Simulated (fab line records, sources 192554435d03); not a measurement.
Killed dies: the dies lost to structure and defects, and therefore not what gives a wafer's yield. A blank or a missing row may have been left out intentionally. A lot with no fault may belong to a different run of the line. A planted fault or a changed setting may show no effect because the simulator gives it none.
A struck lot beside a sound one -- flow n5_finfet -- 14 steps out of a route of 1938
Sound: these wafers, L187.1, L187.4, L187.6. Wafers L178.1, L178.3, L178.4 were the ones struck. The cause is given at the end.
Each step with rows lists, per side, the tool, then ch with its chambers, then its first start. Under that, the readings that differ: sound wafers -- struck wafers -- difference of the means -- sigmas: that difference in standard deviations of wafers without a fault.
alike: same words and numbers on both sides, and readings whose means sit less than 2 such deviations apart. not compared: any withheld reading, any reading some wafer has no value for, any bound like >300 that may hide the same value, and any number with overlapping values for which the record gives no deviation.
Wherever a step has rows on one side only, a row that says differs or no value, or a row with sigmas, the two part there. Non-overlapping numbers with no deviation appear without sigmas and do not part them. Lack of a reading on every wafer of one side parts them only where that side has two or more wafers.

N5_BEOL_M10_ETCH_61: etches SiARC in CF4, target depth 39 nm, time 65 s.
  sound on rie_diel-02 ch 0,1, day 12 13:24; struck on rie_diel-02 ch 0,3, day 10 16:53
  alike: drypump_motor_current_A, etch_rf_on_time_s, oes_product_au, rf_vpp_V, showerhead_plenum_p_Torr, throttle_valve_pct
  not compared: rf_hours_counter_h
N5_BEOL_M10_ETCH_62: etches SOC in N2/H2, target depth 110 nm, overetch 22 nm, time 165 s.
  sound on rie_diel-02 ch 0,1, day 12 13:27; struck on rie_diel-02 ch 0,3, day 10 16:56
  alike: drypump_motor_current_A, n2_flow_sccm, oes_product_au, rf_vpp_V, showerhead_plenum_p_Torr, throttle_valve_pct
  not compared: rf_hours_counter_h
then, 1 step without rows for these wafers: N5_BEOL_M10_STRIP_68 (strips in N2/H2).
N5_BEOL_M10_STRIP_67: strips in CF4.
  sound on rie_diel-02 ch 0,1, day 12 13:36; struck on rie_diel-02 ch 0,3, day 10 17:05
  alike: drypump_motor_current_A, oes_product_au, rf_vpp_V, showerhead_plenum_p_Torr, throttle_valve_pct
  not compared: rf_hours_counter_h
N5_BEOL_M10_HM_OPEN_17: chemistry Cl2/BCl3, target TiN, target depth 20 nm, overetch 6 nm.
  sound on rie_metal-03 ch 0,1, day 12 13:38; struck on rie_metal-02 ch 0,1, day 10 17:07
  alike: drypump_motor_current_A, oes_product_au, throttle_valve_pct
  not compared: rf_hours_counter_h
N5_BEOL_M10_STRIP_19: strips in O2.
  sound on rie_diel-06 ch 0,1,2, day 12 13:45; struck on rie_diel-02 ch 0,1,3, day 10 17:14
  alike: drypump_motor_current_A, oes_product_au, rf_vpp_V, showerhead_plenum_p_Torr, throttle_valve_pct
  not compared: rf_hours_counter_h
N5_BEOL_M10_CD_MEAS_18: pitch 140 nm, target cd 70 nm.
  sound: cd_sem-03 at day 12 13:49; struck: cd_sem-02 at day 10 17:18
  alike: cd_nm
then, 5 steps without rows for these wafers: N5_BEOL_M10_COAT_63 (time 60 s, resist thk 100 nm); N5_BEOL_M10_COAT_64 (time 60 s, resist thk 30 nm); N5_BEOL_M10_COAT_22 (resist thk 90 nm); N5_BEOL_M10_EBR_24; N5_BEOL_M10_SOFTBAKE_23 (time 60 s).
N5_BEOL_M10_EXPOSE_25: exposes mask V9.
  sound on arfi_scanner-01 ch 0, day 12 14:29; struck on arfi_scanner-01, day 10 19:02
  no value came back on the struck wafers for exposure_dose_mJ_cm2, focus_offset_nm (nm); on the sound wafers exposure_dose_mJ_cm2 reads 85.36 85.37 85.36
  alike: mask
then, 1 step without rows for these wafers: N5_BEOL_M10_PEB_26 (peb time 60 s).

WHERE THEY PART
Only at N5_BEOL_M10_EXPOSE_25, as far as this record shows.

WHY: what the simulator had put in
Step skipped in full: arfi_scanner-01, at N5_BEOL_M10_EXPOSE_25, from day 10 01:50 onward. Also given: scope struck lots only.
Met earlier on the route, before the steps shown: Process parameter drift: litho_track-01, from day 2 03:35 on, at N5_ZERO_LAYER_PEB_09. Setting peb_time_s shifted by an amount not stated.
